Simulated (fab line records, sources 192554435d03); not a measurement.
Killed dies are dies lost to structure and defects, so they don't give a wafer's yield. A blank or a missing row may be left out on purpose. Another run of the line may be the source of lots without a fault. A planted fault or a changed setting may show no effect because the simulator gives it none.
fab line records ; flow n5_finfet ; part 1 of 2: steps 1 to 3 of 6
[record] lots = 23; wafers = 69; last_day = 18
route steps=1938 shown MOL_CONTACT_COAG@530
lots that met no fault: taken from a fault-free run of the same line
start_h: hours from the record's opening day to when the first of the lot's shown wafers began ; wait_h: time in hours since the lot's previous step ; " as in the row above ; L1.1+2: several wafers, shown together as one row ; - either no value or no given start ; * or withheld: withheld ; < > ~ a bound
route shown NAME@n: names a module that has steps shown in the file, with the first one's number in the route ; usual: the fault-free wafers' mean and standard deviation ; same: alike in all rows ; chamber/n: place in a boat ; sites: each site's reading ; _std_site: how widely they spread, as a standard deviation ; _edge_site: outer sites' mean less inner sites' ; radius_mm: for every site, how far away it sits from the centre of the wafer ; mask NAME#n: copy n ; behind: the tool/chamber that last shaped the wafer ; hold: the reason the lot was held/the length of the hold in hours/how it ended ; device: names the non-switching transistor (n, p or np) ; end of line: the route-end tests of the same wafers ; a step without rows: its recipe alone ; killed: the dies lost at the first sort to structure and to defects; this is not the yield of the wafer ; map: dies across one wafer; x = killed, . = not, _ = none there
set.NAME: the setting the step ran with; set.NAME@STEP: the setting that earlier step ran with ; model.NAME: the simulator's own value behind a step, which no gauge read
one table for each step of the route and one row for each wafer, over a sample of lots
services: from which hour (start_h, from the record's first day; less than 0 if before it) a tool's chamber was out of use, for how many hours, and why
[[steps]]
[step N5_MOL_CONTACT_COAG_ETCH_59]
[recipe] chemistry = N2/H2; target = underlayer; target_depth_a = 130; mask_material = CAR-EUV; time_s = 10.4; ion_energy_ev = 200; pressure_mtorr = 30; source_w = 840; bias_w = 150; n2_flow_sccm = 200; h2_flow_sccm = 200; ends = cleared
[usual] drypump_motor_current_A = 5.7/0.51; etch_rf_on_time_s = 10.25/0.27; h2_flow_sccm = 200.1/0.59; oes_product_au = 0.69/0.075; rf_vpp_V = 525.0/2.4; showerhead_plenum_p_Torr = 2.58/0.092; throttle_valve_pct = 17.80/0.23
lot.wafer;tool;chamber;start_h;wait_h;drypump_motor_current_A;etch_rf_on_time_s;h2_flow_sccm;oes_product_au;rf_hours_counter_h;rf_vpp_V;showerhead_plenum_p_Torr;throttle_valve_pct
L074.1;rie_diel-03;3;86.17;0.0;6.0;10.02;200.0;0.73;72;524.5;2.45;17.61
L074.3;rie_diel-03;2;86.17;0.0;5.0;10.13;200.6;0.74;42;524.0;2.60;18.17
L074.6;rie_diel-03;3;86.17;0.0;5.9;10.06;200.9;0.73;-;520.8;2.45;17.62
L075.1;rie_diel-03;3;97.35;0.0;5.9;9.91;200.0;0.72;75;521.5;2.45;17.62
L075.3;rie_diel-03;1;97.35;0.0;5.5;9.88;200.2;0.65;155;526.1;2.64;17.87
L075.4;rie_diel-03;0;97.35;0.0;5.2;10.50;199.9;0.82;5;525.9;2.60;17.52
L076.1;rie_diel-01;2;108.78;0.0;5.2;9.96;199.1;0.77;29;528.0;2.72;17.72
L076.3;rie_diel-01;1;108.78;0.0;5.8;10.43;200.1;0.58;225;520.2;2.39;17.50
L076.6;rie_diel-01;1;108.78;0.0;5.8;10.39;200.5;0.58;-;521.2;2.39;17.52
L078.2;rie_diel-03;3;113.22;0.0;6.0;10.04;199.9;0.72;81;521.8;2.45;17.64
L078.4;rie_diel-03;2;113.22;0.0;5.0;10.25;200.0;0.73;52;526.8;2.60;18.17
L078.5;rie_diel-03;2;113.22;0.0;5.0;10.21;199.7;0.73;-;526.7;2.60;18.18
L079.1;rie_diel-03;3;120.48;0.0;5.9;9.95;199.7;0.72;83;522.5;2.45;17.64
L079.3;rie_diel-03;2;120.48;0.0;5.0;10.02;199.7;0.73;54;524.9;2.60;18.17
L079.4;rie_diel-03;0;120.48;0.0;5.2;10.56;200.0;0.79;14;524.8;2.60;17.52
L080.2;rie_diel-03;1;126.71;0.0;5.5;10.04;199.4;0.64;166;526.1;2.64;17.89
L080.4;rie_diel-03;2;126.71;0.0;5.0;10.05;200.2;0.73;57;525.6;2.60;18.20
L080.5;rie_diel-03;0;126.71;0.0;5.2;10.57;199.5;0.78;-;525.1;2.60;17.53
L081.1;rie_diel-03;0;128.28;0.0;5.2;10.69;199.5;0.78;16;524.9;2.59;17.53
L081.4;rie_diel-03;2;128.28;0.0;5.0;10.17;200.0;0.72;57;524.6;2.60;18.18
L081.5;rie_diel-03;2;128.28;0.0;5.0;10.17;200.3;0.73;-;525.4;2.60;18.19
L082.1;rie_diel-01;1;135.85;0.0;5.8;10.41;201.3;0.58;237;519.6;2.38;17.52
L082.3;rie_diel-01;3;135.85;0.0;6.6;10.30;199.1;0.60;242;525.2;2.61;18.01
L082.5;rie_diel-01;2;135.85;0.0;5.2;10.09;200.0;0.75;-;528.1;2.72;17.74
L083.1;rie_diel-03;3;141.54;0.0;6.0;10.04;199.6;0.71;90;523.6;2.44;17.66
L083.5;rie_diel-03;2;141.54;0.0;5.0;10.03;200.1;0.72;-;525.2;2.59;18.20
L083.6;rie_diel-03;1;141.54;0.0;5.5;10.03;200.9;0.63;-;526.7;2.64;17.89
L084.2;rie_diel-06;2;148.10;0.0;6.3;10.55;200.4;0.59;232;523.8;2.52;18.08
L084.3;rie_diel-06;0;148.10;0.0;5.8;10.29;200.4;0.61;206;526.1;2.62;17.89
L084.5;rie_diel-06;0;148.10;0.0;5.7;10.37;200.0;0.60;-;527.1;2.62;17.89
L085.3;rie_diel-03;0;154.26;0.0;5.2;10.66;199.9;0.77;21;525.1;2.59;17.53
L085.5;rie_diel-03;0;154.26;0.0;5.2;10.64;200.9;0.77;-;525.3;2.59;17.54
L085.6;rie_diel-03;1;154.26;0.0;5.5;9.87;201.2;0.63;-;526.5;2.64;17.90
L086.1;rie_diel-03;2;166.26;0.0;5.0;10.01;200.2;0.72;68;525.2;2.59;18.21
L086.3;rie_diel-03;0;166.26;0.0;5.2;10.67;200.4;0.76;25;524.4;2.59;17.55
L086.4;rie_diel-03;3;166.26;0.0;6.0;10.01;201.0;0.71;97;522.0;2.44;17.66
L087.2;rie_diel-03;1;167.00;0.0;5.5;10.02;200.0;0.62;177;526.9;2.63;17.90
L087.3;rie_diel-03;0;167.00;0.0;5.2;10.66;200.1;0.76;25;526.6;2.59;17.56
L087.5;rie_diel-03;2;167.00;0.0;5.0;10.12;199.8;0.72;-;523.8;2.59;18.21
L088.1;rie_diel-01;0;173.53;0.0;6.3;10.52;200.0;0.67;110;526.9;2.66;17.62
L088.4;rie_diel-01;0;173.53;0.0;6.3;10.56;200.0;0.66;-;527.3;2.66;17.62
L088.5;rie_diel-01;1;173.53;0.0;5.8;10.25;200.1;0.57;-;520.7;2.38;17.56
L089.1;rie_diel-03;0;175.87;0.0;5.2;10.55;199.9;0.77;27;524.6;2.59;17.56
L089.5;rie_diel-03;1;175.87;0.0;5.5;9.99;200.5;0.64;-;526.0;2.63;17.93
L089.6;rie_diel-03;2;175.87;0.0;5.0;10.03;200.5;0.71;-;525.3;2.59;18.22
L091.3;rie_diel-06;1;190.27;0.0;6.6;10.44;199.9;0.61;208;525.6;2.62;17.79
L091.4;rie_diel-06;0;190.27;0.0;5.8;10.51;200.1;0.59;222;527.2;2.62;17.92
L091.6;rie_diel-06;2;190.27;0.0;6.3;10.58;200.4;0.58;-;521.8;2.51;18.10
L090.1;rie_diel-06;3;191.15;0.0;5.4;10.68;200.1;0.80;6;529.8;2.70;17.61
L090.3;rie_diel-06;2;191.15;0.0;6.3;10.57;200.1;0.58;247;524.0;2.51;18.11
L090.5;rie_diel-06;0;191.15;0.0;5.8;10.36;199.7;0.59;-;526.9;2.62;17.92
L092.3;rie_diel-03;2;200.80;0.0;5.0;10.15;199.9;0.70;78;525.5;2.59;18.24
L092.4;rie_diel-03;3;200.80;0.0;6.0;10.07;200.4;0.70;106;522.9;2.44;17.69
L092.6;rie_diel-03;0;200.80;0.0;5.2;10.64;199.6;0.74;-;525.0;2.59;17.57
L093.3;rie_diel-01;2;211.54;0.0;5.2;10.04;201.1;0.72;67;528.0;2.71;17.78
L093.4;rie_diel-01;2;211.54;0.0;5.2;10.10;200.7;0.72;-;526.1;2.71;17.76
L093.6;rie_diel-01;0;211.54;0.0;6.3;10.70;200.4;0.64;-;526.7;2.66;17.64
L094.1;rie_diel-06;3;214.48;0.0;5.4;10.61;200.7;0.79;15;527.8;2.70;17.61
L094.5;rie_diel-06;0;214.48;0.0;5.8;10.25;199.4;0.59;-;524.8;2.61;17.91
L094.6;rie_diel-06;1;214.48;0.0;6.6;10.33;199.3;0.61;-;525.0;2.61;17.82
L095.2;rie_diel-01;0;218.67;0.0;6.3;10.74;200.1;0.64;129;527.6;2.65;17.63
L095.4;rie_diel-01;0;218.67;0.0;6.3;10.64;200.7;0.64;-;526.0;2.65;17.64
L095.6;rie_diel-01;3;218.67;0.0;6.5;9.99;200.6;0.83;-;525.3;2.61;17.56
L096.1;rie_diel-03;3;227.37;0.0;6.0;10.23;200.6;0.68;117;521.3;2.43;17.70
L096.5;rie_diel-03;2;227.37;0.0;5.0;10.16;199.9;0.70;-;523.0;2.58;18.25
L096.6;rie_diel-03;1;227.37;0.0;5.5;10.00;199.3;0.61;-;525.4;2.62;17.92
L097.1;rie_diel-01;1;233.27;0.0;5.8;10.03;199.6;0.88;0;528.6;2.70;17.16
L097.2;rie_diel-01;2;233.27;0.0;5.2;9.92;200.5;0.72;78;528.1;2.70;17.79
L097.3;rie_diel-01;3;233.27;0.0;6.6;9.81;199.8;0.82;10;526.9;2.60;17.56
[step N5_MOL_CONTACT_COAG_ETCH_110]
[recipe] chemistry = CF4/O2; target = Si; target_depth_a = 25; time_s = 8; pressure_mtorr = 100; source_w = 200; bias_w = 12; ion_energy_ev = 60; Ar_flow_sccm = 100; cf4_flow_sccm = 100; O2_flow_sccm = 10
[usual] O2_flow_sccm = 10.00/0.03; drypump_motor_current_A = 5.6/0.51; oes_product_au = 0.80/0.088; rf_vpp_V = 127.2/2.7; showerhead_plenum_p_Torr = 2.26/0.069; throttle_valve_pct = 10.71/0.22
lot.wafer;tool;chamber;start_h;wait_h;O2_flow_sccm;drypump_motor_current_A;oes_product_au;rf_hours_counter_h;rf_vpp_V;showerhead_plenum_p_Torr;throttle_valve_pct
L074.1;rie_diel-03;3;86.42;0.0;10.01;5.9;0.85;72;127.5;2.16;10.63
L074.3;rie_diel-03;2;86.42;0.0;9.99;5.0;0.87;42;124.9;2.27;10.76
L074.6;rie_diel-03;3;86.42;0.0;10.02;5.9;0.86;-;125.1;2.16;10.65
L075.1;rie_diel-03;3;97.60;0.0;10.03;5.9;0.84;75;123.7;2.16;10.64
L075.3;rie_diel-03;1;97.60;0.0;10.02;5.5;0.75;155;126.9;2.30;10.80
L075.4;rie_diel-03;0;97.60;0.0;10.00;5.2;0.95;5;127.6;2.26;10.28
L076.1;rie_diel-01;2;109.02;0.0;9.97;5.2;0.91;29;126.9;2.36;10.39
L076.3;rie_diel-01;1;109.02;0.0;10.00;5.7;0.68;225;123.3;2.13;10.87
L076.6;rie_diel-01;1;109.02;0.0;10.03;5.7;0.68;-;123.4;2.13;10.88
L078.2;rie_diel-03;3;113.46;0.0;9.98;6.0;0.84;81;126.1;2.16;10.66
L078.4;rie_diel-03;2;113.46;0.0;10.05;5.0;0.86;52;125.3;2.27;10.79
L078.5;rie_diel-03;2;113.46;0.0;10.09;5.0;0.85;-;124.4;2.27;10.78
L079.1;rie_diel-03;3;120.72;0.0;10.04;5.9;0.84;83;125.3;2.16;10.68
L079.3;rie_diel-03;2;120.72;0.0;9.96;5.0;0.86;55;125.5;2.27;10.79
L079.4;rie_diel-03;0;120.72;0.0;9.98;5.2;0.93;14;128.8;2.26;10.31
L080.2;rie_diel-03;1;126.95;0.0;9.99;5.5;0.75;166;127.2;2.30;10.82
L080.4;rie_diel-03;2;126.95;0.0;10.01;5.0;0.85;57;123.6;2.27;10.79
L080.5;rie_diel-03;0;126.95;0.0;10.00;5.2;0.92;-;130.0;2.26;10.30
L081.1;rie_diel-03;0;128.52;0.0;10.04;5.2;0.91;16;128.7;2.26;10.30
L081.4;rie_diel-03;2;128.52;0.0;10.03;5.0;0.86;57;125.8;2.27;10.82
L081.5;rie_diel-03;2;128.52;0.0;10.04;5.0;0.85;-;125.1;2.27;10.79
L082.1;rie_diel-01;1;136.09;0.0;10.05;5.8;0.67;237;121.9;2.13;10.92
L082.3;rie_diel-01;3;136.09;0.0;10.04;6.5;0.71;242;128.2;2.28;11.04
L082.5;rie_diel-01;2;136.09;0.0;10.01;5.2;0.89;-;127.5;2.36;10.42
L083.1;rie_diel-03;3;141.78;0.0;9.96;6.0;0.83;90;124.4;2.15;10.69
L083.5;rie_diel-03;2;141.78;0.0;9.98;5.0;0.85;-;125.5;2.27;10.83
L083.6;rie_diel-03;1;141.78;0.0;10.04;5.4;0.73;-;126.6;2.30;10.84
L084.2;rie_diel-06;2;148.34;0.0;9.97;6.3;0.69;232;123.2;2.19;10.97
L084.3;rie_diel-06;0;148.34;0.0;9.99;5.8;0.70;206;131.4;2.30;10.87
L084.5;rie_diel-06;0;148.34;0.0;9.99;5.7;0.71;-;133.5;2.30;10.88
L085.3;rie_diel-03;0;154.51;0.0;10.04;5.2;0.91;21;129.3;2.25;10.33
L085.5;rie_diel-03;0;154.51;0.0;10.03;5.2;0.90;-;130.0;2.25;10.32
L085.6;rie_diel-03;1;154.51;0.0;9.96;5.5;0.73;-;127.7;2.30;10.85
L086.1;rie_diel-03;2;166.51;0.0;10.01;5.0;0.84;68;125.0;2.26;10.84
L086.3;rie_diel-03;0;166.51;0.0;10.00;5.2;0.90;25;127.9;2.25;10.33
L086.4;rie_diel-03;3;166.51;0.0;10.06;6.0;0.82;97;124.7;2.15;10.70
L087.2;rie_diel-03;1;167.25;0.0;10.00;5.4;0.73;177;128.2;2.30;10.85
L087.3;rie_diel-03;0;167.25;0.0;10.05;5.2;0.90;25;129.9;2.25;10.35
L087.5;rie_diel-03;2;167.25;0.0;9.99;5.0;0.84;-;124.9;2.26;10.81
L088.1;rie_diel-01;0;173.78;0.0;10.04;6.3;0.77;110;128.0;2.32;10.62
L088.4;rie_diel-01;0;173.78;0.0;10.04;6.3;0.77;-;127.6;2.32;10.61
L088.5;rie_diel-01;1;173.78;0.0;10.01;5.8;0.67;-;123.5;2.12;10.94
L089.1;rie_diel-03;0;176.11;0.0;9.98;5.2;0.89;27;128.1;2.25;10.35
L089.5;rie_diel-03;1;176.11;0.0;10.04;5.5;0.73;-;126.5;2.29;10.86
L089.6;rie_diel-03;2;176.11;0.0;9.99;5.0;0.83;-;125.2;2.26;10.85
L091.3;rie_diel-06;1;190.51;0.0;10.01;6.6;0.72;208;133.0;2.28;10.90
L091.4;rie_diel-06;0;190.51;0.0;10.00;5.7;0.69;222;133.0;2.30;10.92
L091.6;rie_diel-06;2;190.51;0.0;9.98;6.3;0.68;-;124.4;2.19;11.01
L090.1;rie_diel-06;3;191.39;0.0;10.01;5.4;0.94;6;124.7;2.36;10.40
L090.3;rie_diel-06;2;191.39;0.0;10.01;6.3;0.69;247;124.9;2.19;11.00
L090.5;rie_diel-06;0;191.39;0.0;10.04;5.7;0.69;-;131.7;2.30;10.94
L092.3;rie_diel-03;2;201.05;0.0;9.96;5.0;0.83;79;124.7;2.26;10.87
L092.4;rie_diel-03;3;201.05;0.0;10.09;5.9;0.81;106;125.3;2.15;10.72
L092.6;rie_diel-03;0;201.05;0.0;9.98;5.2;0.88;-;130.2;2.25;10.37
L093.3;rie_diel-01;2;211.79;0.0;9.96;5.2;0.85;68;129.0;2.35;10.51
L093.4;rie_diel-01;2;211.79;0.0;9.99;5.2;0.84;-;129.5;2.35;10.52
L093.6;rie_diel-01;0;211.79;0.0;9.96;6.4;0.75;-;127.4;2.31;10.66
L094.1;rie_diel-06;3;214.72;0.0;9.99;5.4;0.90;15;127.1;2.36;10.43
L094.5;rie_diel-06;0;214.72;0.0;10.02;5.7;0.68;-;131.9;2.29;10.94
L094.6;rie_diel-06;1;214.72;0.0;9.99;6.6;0.70;-;132.3;2.28;10.93
L095.2;rie_diel-01;0;218.91;0.0;9.94;6.3;0.75;129;127.2;2.31;10.68
L095.4;rie_diel-01;0;218.91;0.0;9.99;6.3;0.75;-;127.0;2.31;10.67
L095.6;rie_diel-01;3;218.91;0.0;9.95;6.6;0.97;-;130.9;2.27;10.33
L096.1;rie_diel-03;3;227.62;0.0;10.03;5.9;0.80;117;125.9;2.15;10.78
L096.5;rie_diel-03;2;227.62;0.0;10.03;5.0;0.81;-;126.2;2.26;10.90
L096.6;rie_diel-03;1;227.62;0.0;10.00;5.5;0.72;-;126.4;2.29;10.93
L097.1;rie_diel-01;1;233.51;0.0;9.97;5.8;1.03;0;125.6;2.38;10.24
L097.2;rie_diel-01;2;233.51;0.0;9.98;5.2;0.84;78;129.1;2.34;10.53
L097.3;rie_diel-01;3;233.51;0.0;10.02;6.5;0.95;10;129.6;2.27;10.35
[step N5_MOL_CONTACT_COAG_SIL_ANNEAL_21]
[recipe] temp_c = 550; time_s = 60; ambient = N2
[usual] lamp_power_pct = 5.60/0.071; wafer_temp_C_max = 551.5/0.36
lot.wafer;tool;chamber;start_h;wait_h;lamp_power_pct;wafer_temp_C_max
L074.1;rtp_anneal-01;0;88.79;0.2;5.63;551.1
L074.3;rtp_anneal-01;0;88.79;0.2;5.62;551.4
L074.6;rtp_anneal-01;0;88.79;0.2;5.63;551.1
L075.1;rtp_anneal-02;0;99.67;0.3;5.42;551.7
L075.3;rtp_anneal-02;0;99.67;0.3;5.41;551.8
L075.4;rtp_anneal-02;0;99.67;0.3;5.41;551.6
L076.1;rtp_anneal-01;0;111.15;1.0;5.62;551.7
L076.3;rtp_anneal-01;0;111.15;1.0;5.63;552.0
L076.6;rtp_anneal-01;0;111.15;1.0;5.63;551.6
L078.2;rtp_anneal-01;0;114.96;0.4;5.63;551.2
L078.4;rtp_anneal-01;0;114.96;0.4;5.63;551.0
L078.5;rtp_anneal-01;0;114.96;0.4;5.63;551.2
L079.1;rtp_anneal-01;0;122.34;0.4;5.63;551.2
L079.3;rtp_anneal-01;0;122.34;0.4;5.64;551.5
L079.4;rtp_anneal-01;0;122.34;0.4;5.63;551.7
L080.2;rtp_anneal-01;0;128.31;0.5;5.63;551.3
L080.4;rtp_anneal-01;0;128.31;0.5;5.63;551.5
L080.5;rtp_anneal-01;0;128.31;0.5;5.63;551.7
L081.1;rtp_anneal-01;0;130.17;0.5;5.63;551.5
L081.4;rtp_anneal-01;0;130.17;0.5;5.63;551.2
L081.5;rtp_anneal-01;0;130.17;0.5;5.63;551.9
L082.1;rtp_anneal-01;0;145.89;0.3;5.63;551.3
L082.3;rtp_anneal-01;0;145.89;0.3;5.63;551.3
L082.5;rtp_anneal-01;0;145.89;0.3;5.63;551.8
L083.1;rtp_anneal-01;0;146.07;0.3;5.63;551.7
L083.5;rtp_anneal-01;0;146.07;0.3;5.63;551.6
L083.6;rtp_anneal-01;0;146.07;0.3;5.63;551.2
L084.2;rtp_anneal-01;0;152.16;0.4;5.62;551.6
L084.3;rtp_anneal-01;0;152.16;0.4;5.63;551.8
L084.5;rtp_anneal-01;0;152.16;0.4;5.63;551.2
L085.3;rtp_anneal-01;0;156.34;1.0;5.63;551.2
L085.5;rtp_anneal-01;0;156.34;1.0;5.63;551.3
L085.6;rtp_anneal-01;0;156.34;1.0;5.63;551.0
L087.2;rtp_anneal-01;0;170.23;0.4;5.64;551.6
L087.3;rtp_anneal-01;0;170.23;0.4;5.63;551.3
L087.5;rtp_anneal-01;0;170.23;0.4;5.62;551.2
L086.1;rtp_anneal-01;0;170.53;0.3;5.62;551.8
L086.3;rtp_anneal-01;0;170.53;0.3;5.63;551.6
L086.4;rtp_anneal-01;0;170.53;0.3;5.63;551.1
L089.1;rtp_anneal-01;0;181.66;0.5;5.63;551.1
L089.5;rtp_anneal-01;0;181.66;0.5;5.63;551.3
L089.6;rtp_anneal-01;0;181.66;0.5;5.64;551.6
L088.1;rtp_anneal-01;0;181.84;0.5;5.62;551.3
L088.4;rtp_anneal-01;0;181.84;0.5;5.63;551.5
L088.5;rtp_anneal-01;0;181.84;0.5;5.62;551.7
L091.3;rtp_anneal-01;0;191.90;0.4;5.63;551.7
L091.4;rtp_anneal-01;0;191.90;0.4;5.62;551.0
L091.6;rtp_anneal-01;0;191.90;0.4;5.63;551.3
L090.1;rtp_anneal-01;0;192.58;0.2;5.63;551.1
L090.3;rtp_anneal-01;0;192.58;0.2;5.63;551.2
L090.5;rtp_anneal-01;0;192.58;0.2;5.63;551.0
L092.3;rtp_anneal-01;0;202.33;0.3;5.64;552.0
L092.4;rtp_anneal-01;0;202.33;0.3;5.63;551.2
L092.6;rtp_anneal-01;0;202.33;0.3;5.63;551.7
L093.3;rtp_anneal-01;0;212.92;0.3;5.64;552.3
L093.4;rtp_anneal-01;0;212.92;0.3;5.62;551.2
L093.6;rtp_anneal-01;0;212.92;0.3;5.63;551.6
L094.1;rtp_anneal-01;0;216.08;0.2;5.63;551.1
L094.5;rtp_anneal-01;0;216.08;0.2;5.63;551.4
L094.6;rtp_anneal-01;0;216.08;0.2;5.63;551.5
L095.2;rtp_anneal-02;0;220.76;0.3;5.41;551.2
L095.4;rtp_anneal-02;0;220.76;0.3;5.42;551.6
L095.6;rtp_anneal-02;0;220.76;0.3;5.41;551.0
L096.1;rtp_anneal-02;0;228.76;0.2;5.42;551.4
L096.5;rtp_anneal-02;0;228.76;0.2;5.42;552.0
L096.6;rtp_anneal-02;0;228.76;0.2;5.41;551.6
L097.1;rtp_anneal-01;0;236.46;0.2;5.63;551.9
L097.2;rtp_anneal-01;0;236.46;0.2;5.63;550.8
L097.3;rtp_anneal-01;0;236.46;0.2;5.63;551.8
